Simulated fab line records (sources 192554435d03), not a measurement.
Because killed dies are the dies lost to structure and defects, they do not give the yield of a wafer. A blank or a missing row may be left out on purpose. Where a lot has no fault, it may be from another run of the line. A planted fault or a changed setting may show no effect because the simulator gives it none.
Split-lot experiment + flow n5-finfet + route with 1938 steps; 7 lots, 21 wafers read

== THE SPLIT ==
At N5_BEOL_M10_TRENCH_ETCH_37 (etches SiCOH lowk in C4F6/O2, target depth 148.83 nm, time 48 s), the setting bias-w was moved away from the recipe's 185 W on 6 of the 21 wafers read, by -6.7% to +16.4%. The other wafers ran this setting at the recipe's value.

Reading taken at the split's own step.

== THE READING ==
rf-vpp-V, in V, at N5_BEOL_M10_TRENCH_ETCH_37 (etches SiCOH lowk in C4F6/O2, target depth 148.83 nm, time 48 s). Typical for fault-free wafers on this fab line: 664 V, with standard deviation 6.7 V.

| wafer  | tool, chamber at the split | bias-w as run, W | against the recipe | rf-vpp-V, V | against lot-mates on the recipe |
|--------|----------------------------|------------------|--------------------|-------------|---------------------------------|
| L074.4 | rie-diel-06, 3             | 185              | recipe             | 674         | -                               |
| L074.5 | rie-diel-06, 2             | 172.6            | -6.7%              | 618         | -56                             |
| L074.6 | rie-diel-06, 3             | 172.6            | -6.7%              | 637         | -37                             |
| L076.2 | rie-diel-05, 1             | 185              | recipe             | 666         | -                               |
| L076.3 | rie-diel-05, 2             | 185              | recipe             | 666         | -                               |
| L076.6 | rie-diel-05, 0             | 185              | recipe             | 658         | -                               |
| L080.3 | rie-diel-06, 1             | 185              | recipe             | 665         | -                               |
| L080.4 | rie-diel-06, 2             | 185              | recipe             | 655         | -                               |
| L080.6 | rie-diel-06, 1             | 185              | recipe             | 665         | -                               |
| L086.1 | rie-diel-03, 1             | 215.4            | +16.4%             | 749         | +79                             |
| L086.3 | rie-diel-03, 2             | 215.4            | +16.4%             | 746         | +76                             |
| L086.6 | rie-diel-03, 3             | 185              | recipe             | 670         | -                               |
| L087.2 | rie-diel-03, 3             | 185              | recipe             | 668         | -                               |
| L087.5 | rie-diel-03, 1             | 205.9            | +11.3%             | 723         | +60                             |
| L087.6 | rie-diel-03, 0             | 185              | recipe             | 659         | -                               |
| L089.4 | rie-diel-06, 1             | 185              | recipe             | 664         | -                               |
| L089.5 | rie-diel-06, 0             | 185              | recipe             | 650         | -                               |
| L089.6 | rie-diel-06, 1             | 185              | recipe             | 664         | -                               |
| L096.1 | rie-diel-06, 3             | 199.2            | +7.7%              | 713         | +62                             |
| L096.2 | rie-diel-06, 0             | 185              | recipe             | 651         | -                               |
| L096.5 | rie-diel-06, 2             | 185              | recipe             | 652         | -                               |

FIT RESULTS
A straight line over all 21 wafers: rf-vpp-V changes by +5.32 V for each +1% of bias-w; r = +0.98; the points scatter about the line by 7.4 V.
The same after taking each lot's own level away (the mean of its wafers on the recipe; 21 wafers): +5.33 V for each +1%; r = +0.97; scatter 8.3 V.
The reading moves by 88 V for the largest change in bias-w, on that fit.
From 651.5 to 674.0 V: that is the span of the lots' own levels, equal to 3.4 times the standard deviation above.
The two slopes agree, so the slope changes little with the lot-to-lot level.
Check: +90.4 V against its lot-mates is what the line predicts for one of the wafers moved furthest among these (+16.4%) when that wafer is left out of the fit. It came out at +79 V against them.
Tool readings at the split's step, against how far the setting was moved: rf-vpp-V r = +0.98.

== FILE'S OWN FIT ==
rf-vpp-V changes by +5.45 V for each +1% of bias-w, r = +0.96.
